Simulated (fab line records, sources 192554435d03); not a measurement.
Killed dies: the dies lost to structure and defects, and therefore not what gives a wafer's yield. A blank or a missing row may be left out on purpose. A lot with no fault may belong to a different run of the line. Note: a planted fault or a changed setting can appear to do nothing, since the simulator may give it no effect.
Comparing a struck lot with a sound one -- flow n5Finfet -- 39 out of 1938 route steps
Sound: these wafers, L125.1, L125.2, L125.4. Wafers L130.1, L130.4, L130.5 were the ones struck. The cause comes at the end.
For every step that has rows: the tool of each side, followed by ch and its chambers, followed by its first start. Under that, the readings that differ: sound wafers -- struck wafers -- difference of the means -- sigmas: that difference in standard deviations of wafers without a fault.
alike: readings with means less than 2 such deviations apart, plus words and numbers identical on both sides. not compared: withheld readings, readings lacking a value on some wafer, bounds such as >300 that could conceal the same value, and numbers that have no deviation in the record and whose values overlap.
Wherever a step has rows on one side only, a row that says differs or no value, or a row with sigmas, the two part there. Numbers that have no deviation but don't overlap get no sigmas and don't part them. Lack of a reading on every wafer of one side parts them only where that side has two or more wafers.

first, 9 steps without rows for these wafers: N5_BEOL_M4_ANNEAL_95 (time 240 s); N5_BEOL_M4_SPUTTER_96 (material Cu, target thk 4.5 nm, time 8.29 s); N5_BEOL_M4_ECD_50 (material Cu, target thk 300 nm); N5_BEOL_M4_ANNEAL_51 (time 90 s); N5_BEOL_M4_CMP_52 (polishes, stops on SiOC, t overpolish 6.8 s, target thk 40 nm); N5_BEOL_M4_PRE_CLEAN_60 (time 15 s); N5_BEOL_M4_CO_CAP_55 (material Co, precursor CCTBA/H2, target thk 2 nm, time 102.1 s); N5_BEOL_M4_PRE_CLEAN_56 (time 15 s); N5_BEOL_M4_DEP_57 (deposits SiCN from 3MS/NH3, target thk 8 nm, time 14 s).
N5_BEOL_M4_RC_MEAS_101:
  sound on prober-01 ch 0, day 9 12:19; struck on prober-01 ch 0, day 9 18:10
  alike: DIBL_N, DIBL_P, IOFF_N, IOFF_P, ION_N, ION_P, SS_N, SS_P, VT_N, VT_P
then, 24 steps without rows for these wafers: N5_BEOL_M5_ILD_DEP_00 (deposits SiCOH lowk from DEMS/porogen, target thk 140.64 nm, time 25.9 s); N5_BEOL_M5_CURE_79 (cures SiCOH lowk, time 240 s); N5_BEOL_M5_PECVD_70 (deposits SiO2 from TEOS/O2, target thk 16 nm, time 18 s); N5_BEOL_M5_HM_DEP_02 (deposits TiN, target thk 20 nm); N5_BEOL_M5_COAT_59 (time 60 s, resist thk 60 nm); N5_BEOL_M5_COAT_60 (time 60 s, resist thk 12 nm); N5_BEOL_M5_COAT_71 (time 60 s, resist thk 5 nm); N5_BEOL_M5_COAT_05 (resist thk 30 nm); N5_BEOL_M5_EBR_07; N5_BEOL_M5_SOFTBAKE_06 (time 60 s); N5_BEOL_M5_EXPOSE_08 (exposes mask M5, target cd 28 nm); N5_BEOL_M5_PEB_09 (peb time 60 s); N5_BEOL_M5_DEVELOP_10 (develop time 30 s); N5_BEOL_M5_DESCUM_16 (chemistry O2, time 7 s); N5_BEOL_M5_ETCH_72 (etches underlayer in N2/H2, target depth 6.5 nm, time 5.2 s); N5_BEOL_M5_ETCH_61 (etches SiARC in CF4, target depth 15.6 nm, time 26 s); N5_BEOL_M5_ETCH_62 (etches SOC in N2/H2, target depth 75 nm, overetch 15 nm, time 112.5 s); N5_BEOL_M5_STRIP_63 (strips in N2/H2); N5_BEOL_M5_STRIP_73 (strips in N2/H2); N5_BEOL_M5_STRIP_64 (strips in CF4); N5_BEOL_M5_HM_OPEN_17 (chemistry Cl2/BCl3, target TiN, target depth 20 nm, overetch 6 nm); N5_BEOL_M5_STRIP_19 (strips in O2); N5_BEOL_M5_COAT_65 (time 60 s, resist thk 60 nm); N5_BEOL_M5_COAT_66 (time 60 s, resist thk 12 nm).
N5_BEOL_M6_CMP_52: polishes, stops on SiCOH lowk, t overpolish 6.9 s, target thk 80 nm.
  sound on cmp-02 ch 0,1,2, day 10 13:37; struck on cmp-01 ch 1,2, day 10 15:33
  no value came back on the struck wafers for any of 6 readings (barrierFieldEndpointS (s), clearingPlatenDownForcePsi (psi) and others); on the sound wafers barrierFieldEndpointS (s) reads 29.8 29.6 30.2
reading,sound,struck,difference,sigmas
model.Cu_of_BEOL_M6_ECD_50.thkNm (nm),80 82.2 80.4,298 296.2 300.6,+217,
model.SiO2_of_BEOL_M6_PECVD_70.thkNm (nm),0 0 0,19.8 19.8 19.8,+19.8,
N5_BEOL_M6_THK_MEAS_53: measures by xrf.
  struck on filmMetro-02, day 10 15:50; sound on filmMetro-01, day 10 13:55
reading,sound,struck,difference,sigmas
M6_THK (nm),79.0 80.6 79.4,295.6 293.2 297.4,+215.7,+99 or more
N5_BEOL_M6_RS_MEAS_57: the measuring method here is four-point-probe.
  struck on filmMetro-01, day 10 16:01; sound on filmMetro-02, day 10 14:03
reading,sound,struck,difference,sigmas
M6_RS (ohm/sq),0.286 0.278 0.284,0.065 0.065 0.065,-0.218,-33
N5_BEOL_M6_INSPECT_58: inspects for defects (darkfield).
  struck on defectInspect-02, day 10 16:02; sound on defectInspect-02, day 10 14:04
reading,sound,struck,difference,sigmas
rawDefectCount,53 90 65,1466 1412 1432,+1367,+55
-- here the record skips 4 days between the struck wafers' starts before and after, leaving off in module BEOL_M6 and picking up in module PASSIVATION (first step shown: number 1936 of the route) --
N5_PASSIVATION_PROBE_49:
  struck on prober-02, day 14 13:02; sound on prober-01, day 14 08:47
reading,sound,struck,difference,sigmas
defectLimitedYield (%),90.2 90.6 90.9,0 0 0,-91,-65
killed_at_M4_up,13 10 8,1107 1081 1081,+1079,+99 or more
killedDies,116 111 107,1180 1180 1180,+1069,+63
killedOnRim,18 8 18,152 152 152,+137,+31
sortNPass,1064 1069 1073,0 0 0,-1069,-63
sortYieldPct (%),90.2 90.6 90.9,0 0 0,-91,-60
  alike: killed_at_M0_to_M3, killedAtContacts, killedAtFrontEnd, killedAtOther, killedOpen, killedShort, sort_bin_5_function, sort_bin_6_memory

== WHERE THEY PART ==
At N5_BEOL_M6_CMP_52 first; at N5_PASSIVATION_PROBE_49 last (within this record only).

WHY: what had been put in by the simulator
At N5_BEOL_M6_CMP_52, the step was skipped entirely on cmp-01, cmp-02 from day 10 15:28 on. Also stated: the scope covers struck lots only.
